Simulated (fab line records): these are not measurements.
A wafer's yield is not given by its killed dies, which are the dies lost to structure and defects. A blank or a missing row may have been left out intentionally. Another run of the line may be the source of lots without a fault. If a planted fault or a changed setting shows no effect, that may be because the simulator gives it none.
Chamber matching + flow nand_harc + NHARC_P_M2_DESCUM_14 on rie_diel-13 has 4 sister chambers
The step chemistry O2, time 3 s. 14 wafers are shown with their chamber, then 7 later ones without.

## EACH WAFER AND ITS CHAMBER
| wafer  | chamber | drypump_motor_current_A (A) | oes_product_au (a.u.) | o2_flow_sccm (sccm) |
|--------|---------|-----------------------------|-----------------------|---------------------|
| L077.3 | 2       | 5.2                         | 1.018                 | 199.9               |
| L077.5 | 3       | 5.6                         | 1.004                 | 199.6               |
| L077.6 | 2       | 5.2                         | 1.009                 | 199.6               |
| L079.3 | 1       | 6.3                         | 1.007                 | 198.8               |
| L079.4 | 3       | 5.6                         | 1.008                 | 199.8               |
| L079.6 | 3       | 5.6                         | 1.001                 | 199.8               |
| L080.1 | 3       | 5.6                         | 1.004                 | 199.2               |
| L080.5 | 0       | 5.5                         | 0.983                 | 200.3               |
| L080.6 | 1       | 6.3                         | 0.998                 | 199.5               |
| L082.1 | 2       | 5.2                         | 0.980                 | 201.1               |
| L082.3 | 3       | 5.6                         | 1.004                 | 200.0               |
| L082.6 | 1       | 6.4                         | 1.014                 | 199.5               |
| L087.3 | 1       | 6.4                         | 1.007                 | 199.0               |
| L087.4 | 1       | 6.3                         | 1.000                 | 199.8               |

SIGNATURES (averages over the wafers above)
| reading                 | chamber 0 | chamber 1 | chamber 2 | chamber 3 | scatter within a chamber |
|-------------------------|-----------|-----------|-----------|-----------|--------------------------|
| drypump_motor_current_A | 5.500     | 6.340     | 5.200     | 5.600     | 0.0346                   |
| oes_product_au          | 0.98300   | 1.00520   | 1.00233   | 1.00420   | 0.00988                  |
| o2_flow_sccm            | 200.300   | 199.320   | 200.200   | 199.680   | 0.479                    |
Rule: for each reading, subtract the chamber's mean from the wafer's reading, divide by that reading's scatter and square the result; add these up over the readings and take the root, which gives the wafer's distance from the chamber. If the next closest chamber is less than 2 further off than the closest, the wafer can't be placed; otherwise it belongs to the closest. How the scatter is found: for the shown wafers, subtract from each reading the mean of its chamber, square and add these, divide the total by (wafers less chambers), then take the root.

## WAFERS WITHOUT THEIR CHAMBER
| wafer  | drypump_motor_current_A (A) | oes_product_au (a.u.) | o2_flow_sccm (sccm) |
|--------|-----------------------------|-----------------------|---------------------|
| L087.5 | 5.5                         | 0.989                 | 199.2               |
| L092.1 | 5.6                         | 0.991                 | 199.7               |
| L092.3 | 6.3                         | 0.999                 | 199.6               |
| L092.6 | 5.6                         | 0.994                 | 199.7               |
| L097.3 | 6.4                         | 0.995                 | 200.9               |
| L097.4 | 5.6                         | 0.990                 | 199.9               |
| L097.5 | 6.4                         | 1.001                 | 200.5               |

## EACH ONE'S CHAMBER
| wafer  | from the rows above     | in truth |
|--------|-------------------------|----------|
| L087.5 | can't be placed: 0 or 3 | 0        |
| L092.1 | can't be placed: 3 or 0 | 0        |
| L092.3 | 1                       | 1        |
| L092.6 | 3                       | 3        |
| L097.3 | 1                       | 1        |
| L097.4 | can't be placed: 3 or 0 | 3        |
| L097.5 | 1                       | 1        |
Correctly placed: 4 of 7. Cannot be placed on the basis of these rows: 3; the candidates contain the true chamber in 3. Number placed wrongly: 0.
